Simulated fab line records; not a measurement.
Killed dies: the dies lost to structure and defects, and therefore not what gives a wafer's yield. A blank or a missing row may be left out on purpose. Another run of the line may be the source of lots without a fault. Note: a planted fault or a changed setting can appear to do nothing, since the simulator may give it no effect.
Split-lot experiment | flow n5-finfet | route with 1938 steps; 7 lots, 21 wafers read

== THE SPLIT ==
At N5_PASSIVATION_ETCH_54 (etches SiO2 in CHF3/O2, target depth 880 nm, time 440 s), the setting time-s was moved away from the recipe's 440 s on 3 of the 21 wafers read, by -8.4% to +20.3%. All remaining wafers had this setting at the recipe value.

The split's own step is where the reading is taken.

== THE READING ==
PASSIVATION.feature-depth-nm (the simulator's own value, which no gauge read), in nm, at N5_PASSIVATION_ETCH_54 (etches SiO2 in CHF3/O2, target depth 880 nm, time 440 s). The file gives no usual value for it. Across the 18 wafers here that went through the recipe, the average is 882.3 nm and the standard deviation 15 nm.

wafer  | tool, chamber at the split | time-s as run, s | against the recipe | PASSIVATION.feature-depth-nm, nm | against lot-mates on the recipe
L077.1 | rie-diel-01, 0             | 440              | recipe             | 896.2                            | -
L077.4 | rie-diel-01, 2             | 440              | recipe             | 870.4                            | -
L077.5 | rie-diel-01, 2             | 440              | recipe             | 868.8                            | -
L081.1 | rie-diel-01, 1             | 440              | recipe             | 881                              | -
L081.2 | rie-diel-01, 2             | 440              | recipe             | 858.4                            | -
L081.3 | rie-diel-01, 0             | 440              | recipe             | 889                              | -
L083.1 | rie-diel-06, 0             | 403.1            | -8.4%              | 793.6                            | -83.6
L083.3 | rie-diel-06, 2             | 440              | recipe             | 866                              | -
L083.4 | rie-diel-06, 1             | 440              | recipe             | 888.4                            | -
L085.1 | rie-diel-06, 0             | 440              | recipe             | 865.8                            | -
L085.3 | rie-diel-06, 1             | 440              | recipe             | 899.8                            | -
L085.4 | rie-diel-06, 3             | 440              | recipe             | 853.4                            | -
L096.1 | rie-diel-04, 2             | 529.4            | +20.3%             | 1057                             | +165.5
L096.2 | rie-diel-04, 1             | 440              | recipe             | 889.6                            | -
L096.5 | rie-diel-04, 0             | 440              | recipe             | 893.4                            | -
L097.3 | rie-diel-01, 2             | 440              | recipe             | 895                              | -
L097.5 | rie-diel-01, 1             | 440              | recipe             | 879                              | -
L097.6 | rie-diel-01, 0             | 440              | recipe             | 890.8                            | -
L095.1 | rie-diel-01, 2             | 440              | recipe             | 901.8                            | -
L095.5 | rie-diel-01, 3             | 470.8            | +7.0%              | 934.8                            | +37.0
L095.6 | rie-diel-01, 2             | 440              | recipe             | 893.8                            | -

THE FIT
A straight line over all 21 wafers: PASSIVATION.feature-depth-nm changes by +8.81 nm for each +1% of time-s; r = +0.95; the points scatter about the line by 15 nm.
The same after taking each lot's own level away (the mean of its wafers on the recipe; 21 wafers): +8.18 nm for each +1%; r = +0.96; scatter 13 nm.
Per that fit: largest time-s move, reading shift of 1.7e+02 nm.
Across the lots, their own levels run from 873.00 to 897.80 nm, a range of 1.7 times the standard deviation given above.
Consequently the slope shifts little with the lot-to-lot level, the two slopes agreeing.
Check: with one of the wafers moved furthest among these (+20.3%) left out of the fit, the line predicts +161 nm for it against its lot-mates. Against them it came out at +166 nm.

== OTHER SPLITS ON THESE WAFERS ==
Other splits were also applied to these wafers ahead of the reading. Each is held against what the fit with the lots' levels taken away leaves over:
other split on the same wafers    | wafers away from the commonest value | r with PASSIVATION.feature-depth-nm (lot level and that fit taken away)
N5_BEOL_M14_DEP_53 time-s         | 10                                   | -0.08
N5_BEOL_M15_COAT_04 spin-rpm      | 7                                    | -0.39
N5_BEOL_M15_CMP_49 down-force-psi | 2                                    | -0.29
N5_MIM_BOT_SPUTTER_00 power-w     | 8                                    | +0.06
N5_PASSIVATION_VIA_ETCH_13 bias-w | 9                                    | +0.21
N5_PASSIVATION_EXPOSE_41 dose-mj  | 10                                   | +0.18

== THE WHOLE CHAIN: every reading that the file lists as answering this split, in the file's order ==
step                   | what it does                                            | reading                                                                       | change (the file's fit)              | r (the file's)
N5_PASSIVATION_ETCH_54 | etches SiO2 in CHF3/O2, target depth 880 nm, time 440 s | etch.depth-nm (the simulator's own value, which no gauge read)                | +8.14 nm for each +1% of the setting | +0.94
N5_PASSIVATION_ETCH_54 | etches SiO2 in CHF3/O2, target depth 880 nm, time 440 s | PASSIVATION.feature-depth-nm (the simulator's own value, which no gauge read) | +8.14 nm for each +1% of the setting | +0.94

== THE FILE'S OWN FIT ==
PASSIVATION.feature-depth-nm changes by +8.14 nm for each +1% of time-s, r = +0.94.
